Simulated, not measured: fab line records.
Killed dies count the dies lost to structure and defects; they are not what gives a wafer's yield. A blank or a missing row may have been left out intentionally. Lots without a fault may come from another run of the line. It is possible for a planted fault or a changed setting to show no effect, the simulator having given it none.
Chamber matching || flow n5 finfet || N5_BEOL_M4_ETCHBACK_99 on rie diel-01 has 4 sister chambers
The step etches SiO2 in CHF3, target depth 5 nm, time 10.4 s. 22 wafers are shown with their chamber, then 11 later ones without.

== WAFERS, EACH WITH ITS CHAMBER ==
{"wafer": "L074.2", "chamber": 3, "showerhead plenum p Torr (Torr)": 2.24, "throttle valve pct (%)": 17.18, "drypump motor current A (A)": 5.3}
{"wafer": "L074.5", "chamber": 0, "showerhead plenum p Torr (Torr)": 2.03, "throttle valve pct (%)": 17.02, "drypump motor current A (A)": 5.7}
{"wafer": "L074.6", "chamber": 3, "showerhead plenum p Torr (Torr)": 2.24, "throttle valve pct (%)": 17.17, "drypump motor current A (A)": 5.3}
{"wafer": "L075.2", "chamber": 3, "showerhead plenum p Torr (Torr)": 2.24, "throttle valve pct (%)": 17.18, "drypump motor current A (A)": 5.3}
{"wafer": "L075.5", "chamber": 3, "showerhead plenum p Torr (Torr)": 2.24, "throttle valve pct (%)": 17.16, "drypump motor current A (A)": 5.3}
{"wafer": "L075.6", "chamber": 0, "showerhead plenum p Torr (Torr)": 2.03, "throttle valve pct (%)": 17.04, "drypump motor current A (A)": 5.7}
{"wafer": "L077.1", "chamber": 1, "showerhead plenum p Torr (Torr)": 2.20, "throttle valve pct (%)": 16.65, "drypump motor current A (A)": 5.7}
{"wafer": "L077.4", "chamber": 0, "showerhead plenum p Torr (Torr)": 2.03, "throttle valve pct (%)": 17.04, "drypump motor current A (A)": 5.7}
{"wafer": "L077.5", "chamber": 2, "showerhead plenum p Torr (Torr)": 2.14, "throttle valve pct (%)": 16.92, "drypump motor current A (A)": 5.9}
{"wafer": "L082.1", "chamber": 3, "showerhead plenum p Torr (Torr)": 2.24, "throttle valve pct (%)": 17.19, "drypump motor current A (A)": 5.3}
{"wafer": "L082.4", "chamber": 2, "showerhead plenum p Torr (Torr)": 2.14, "throttle valve pct (%)": 16.92, "drypump motor current A (A)": 5.9}
{"wafer": "L082.5", "chamber": 2, "showerhead plenum p Torr (Torr)": 2.14, "throttle valve pct (%)": 16.94, "drypump motor current A (A)": 5.9}
{"wafer": "L083.1", "chamber": 1, "showerhead plenum p Torr (Torr)": 2.19, "throttle valve pct (%)": 16.65, "drypump motor current A (A)": 5.8}
{"wafer": "L083.4", "chamber": 0, "showerhead plenum p Torr (Torr)": 2.02, "throttle valve pct (%)": 17.08, "drypump motor current A (A)": 5.8}
{"wafer": "L083.5", "chamber": 1, "showerhead plenum p Torr (Torr)": 2.19, "throttle valve pct (%)": 16.67, "drypump motor current A (A)": 5.7}
{"wafer": "L084.1", "chamber": 1, "showerhead plenum p Torr (Torr)": 2.19, "throttle valve pct (%)": 16.66, "drypump motor current A (A)": 5.7}
{"wafer": "L084.2", "chamber": 3, "showerhead plenum p Torr (Torr)": 2.24, "throttle valve pct (%)": 17.20, "drypump motor current A (A)": 5.3}
{"wafer": "L084.5", "chamber": 3, "showerhead plenum p Torr (Torr)": 2.24, "throttle valve pct (%)": 17.19, "drypump motor current A (A)": 5.3}
{"wafer": "L090.2", "chamber": 2, "showerhead plenum p Torr (Torr)": 2.13, "throttle valve pct (%)": 16.95, "drypump motor current A (A)": 5.9}
{"wafer": "L090.3", "chamber": 3, "showerhead plenum p Torr (Torr)": 2.23, "throttle valve pct (%)": 17.23, "drypump motor current A (A)": 5.3}
{"wafer": "L090.6", "chamber": 2, "showerhead plenum p Torr (Torr)": 2.13, "throttle valve pct (%)": 16.95, "drypump motor current A (A)": 5.9}
{"wafer": "L092.2", "chamber": 1, "showerhead plenum p Torr (Torr)": 2.19, "throttle valve pct (%)": 16.67, "drypump motor current A (A)": 5.7}

SIGNATURES (averages over the wafers above)
{"reading": "showerhead plenum p Torr", "chamber 0": 2.0275, "chamber 1": 2.1920, "chamber 2": 2.1360, "chamber 3": 2.2388, "scatter within a chamber": 0.00449}
{"reading": "throttle valve pct", "chamber 0": 17.0450, "chamber 1": 16.6600, "chamber 2": 16.9360, "chamber 3": 17.1875, "scatter within a chamber": 0.0188}
{"reading": "drypump motor current A", "chamber 0": 5.725, "chamber 1": 5.720, "chamber 2": 5.900, "chamber 3": 5.300, "scatter within a chamber": 0.0293}
Rule: a wafer lies at a distance from a chamber equal to the root of the sum of squares, over the readings, of (its reading less the chamber's mean, divided by the reading's scatter). If the next closest chamber is less than 2 further off than the closest, the wafer can't be placed; otherwise it belongs to the closest. The scatter: take each reading less its chamber's mean, square it, sum over the shown wafers, divide by the number of wafers less the number of chambers, and take the root.

== WAFERS WITH NO CHAMBER GIVEN ==
{"wafer": "L092.4", "showerhead plenum p Torr (Torr)": 2.13, "throttle valve pct (%)": 16.96, "drypump motor current A (A)": 5.9}
{"wafer": "L092.5", "showerhead plenum p Torr (Torr)": 2.19, "throttle valve pct (%)": 16.69, "drypump motor current A (A)": 5.7}
{"wafer": "L093.2", "showerhead plenum p Torr (Torr)": 2.02, "throttle valve pct (%)": 17.08, "drypump motor current A (A)": 5.8}
{"wafer": "L093.3", "showerhead plenum p Torr (Torr)": 2.13, "throttle valve pct (%)": 16.97, "drypump motor current A (A)": 5.9}
{"wafer": "L093.5", "showerhead plenum p Torr (Torr)": 2.19, "throttle valve pct (%)": 16.69, "drypump motor current A (A)": 5.7}
{"wafer": "L095.1", "showerhead plenum p Torr (Torr)": 2.02, "throttle valve pct (%)": 17.11, "drypump motor current A (A)": 5.7}
{"wafer": "L095.3", "showerhead plenum p Torr (Torr)": 2.19, "throttle valve pct (%)": 16.70, "drypump motor current A (A)": 5.7}
{"wafer": "L095.6", "showerhead plenum p Torr (Torr)": 2.23, "throttle valve pct (%)": 17.24, "drypump motor current A (A)": 5.3}
{"wafer": "L096.2", "showerhead plenum p Torr (Torr)": 2.13, "throttle valve pct (%)": 16.98, "drypump motor current A (A)": 5.9}
{"wafer": "L096.3", "showerhead plenum p Torr (Torr)": 2.19, "throttle valve pct (%)": 16.71, "drypump motor current A (A)": 5.8}
{"wafer": "L096.5", "showerhead plenum p Torr (Torr)": 2.23, "throttle valve pct (%)": 17.25, "drypump motor current A (A)": 5.3}

== WHICH CHAMBER EACH WENT THROUGH ==
{"wafer": "L092.4", "from the rows above": 2, "in truth": 2}
{"wafer": "L092.5", "from the rows above": 1, "in truth": 1}
{"wafer": "L093.2", "from the rows above": 0, "in truth": 0}
{"wafer": "L093.3", "from the rows above": 2, "in truth": 2}
{"wafer": "L093.5", "from the rows above": 1, "in truth": 1}
{"wafer": "L095.1", "from the rows above": 0, "in truth": 0}
{"wafer": "L095.3", "from the rows above": 1, "in truth": 1}
{"wafer": "L095.6", "from the rows above": 3, "in truth": 3}
{"wafer": "L096.2", "from the rows above": 2, "in truth": 2}
{"wafer": "L096.3", "from the rows above": 1, "in truth": 1}
{"wafer": "L096.5", "from the rows above": 3, "in truth": 3}
Correct placement for 11 of the 11. Not placeable from these rows: 0. 0 placed wrongly.
